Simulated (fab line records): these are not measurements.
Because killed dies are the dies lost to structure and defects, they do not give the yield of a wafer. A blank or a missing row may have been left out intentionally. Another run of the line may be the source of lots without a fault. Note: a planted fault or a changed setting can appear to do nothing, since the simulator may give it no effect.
Comparing a struck lot with a sound one || flow n5_finfet || 14 steps out of a route of 1938
Sound: wafers L713.2, L713.3, L713.5. Wafers struck: L705.4, L705.5, L705.6. The cause is given at the end.
Per side, at each step with rows, come the tool, then ch with its chambers, and then its first start. Under that, the readings that differ: sound wafers || struck wafers || difference of the means || sigmas: that difference in standard deviations of wafers without a fault.
alike: words and numbers the same on both sides, and readings whose means are apart by under 2 such deviations; not compared: readings that were withheld, readings missing a value for some wafer, numbers with overlapping values and no deviation given by the record, and bounds like >300 which may hide the same value.
A row with sigmas, a row that says differs or no value, or rows on one side alone: a step with any of these is where the two part. Numbers that have no deviation but don't overlap get no sigmas and don't part them. A reading that every wafer of one side lacks parts them only if that side has two wafers or more.

N5_PASSIVATION_STRIP_34: strips in O2.
  sound on rie_diel-05 ch 2,3, day 17 08:31; struck on rie_diel-06 ch 1,2,3, day 15 14:40
  alike: drypump_motor_current_A, oes_product_au, rf_vpp_V, showerhead_plenum_p_Torr, throttle_valve_pct
  not compared: rf_hours_counter_h
then, 4 steps without rows for these wafers: N5_PASSIVATION_STRIP_51 (strips in post etch residue remover, time 1200 s); N5_PASSIVATION_CLEAN_69 (cleans in IPA, time 180 s); N5_PASSIVATION_SRD_70 (time 30 s); N5_PASSIVATION_PECVD_53 (deposits SiO2 from TEOS/O2, target thk 800 nm, time 169.4 s).
N5_PASSIVATION_PECVD_35: deposits SiNx from SiH4/NH3/N2, target thk 700 nm, time 151.3 s.
  sound on pecvd-02 ch 0,1,2, day 17 09:08; struck on pecvd-04 ch 0,1,2, day 15 15:20
  alike: heater_power_w, showerhead_plenum_p_Torr, throttle_valve_pct
then, 6 steps without rows for these wafers: N5_PASSIVATION_HMDS_37 (time 60 s); N5_PASSIVATION_COAT_38; N5_PASSIVATION_EBR_40; N5_PASSIVATION_SOFTBAKE_39 (time 120 s); N5_PASSIVATION_EXPOSE_41 (exposes mask PASS OPEN, defocus 0 nm, target cd 40000 nm); N5_PASSIVATION_PEB_42.
N5_PASSIVATION_DEVELOP_43: develop time 60 s.
  struck on litho_track-04, day 15 15:36; sound on litho_track-02 ch 0, day 17 09:27
  no value came back on the struck wafers for chill_plate_temp_C (C), develop_time_s (s), exhaust_pa (Pa); on the sound wafers chill_plate_temp_C (C) reads 22.92 22.85 23.01
then, 1 step without rows for these wafers: N5_PASSIVATION_HARDBAKE_45 (time 120 s).

WHERE THEY PART
At N5_PASSIVATION_DEVELOP_43 and nowhere else, as far as this record goes.

WHY: what had been put in by the simulator
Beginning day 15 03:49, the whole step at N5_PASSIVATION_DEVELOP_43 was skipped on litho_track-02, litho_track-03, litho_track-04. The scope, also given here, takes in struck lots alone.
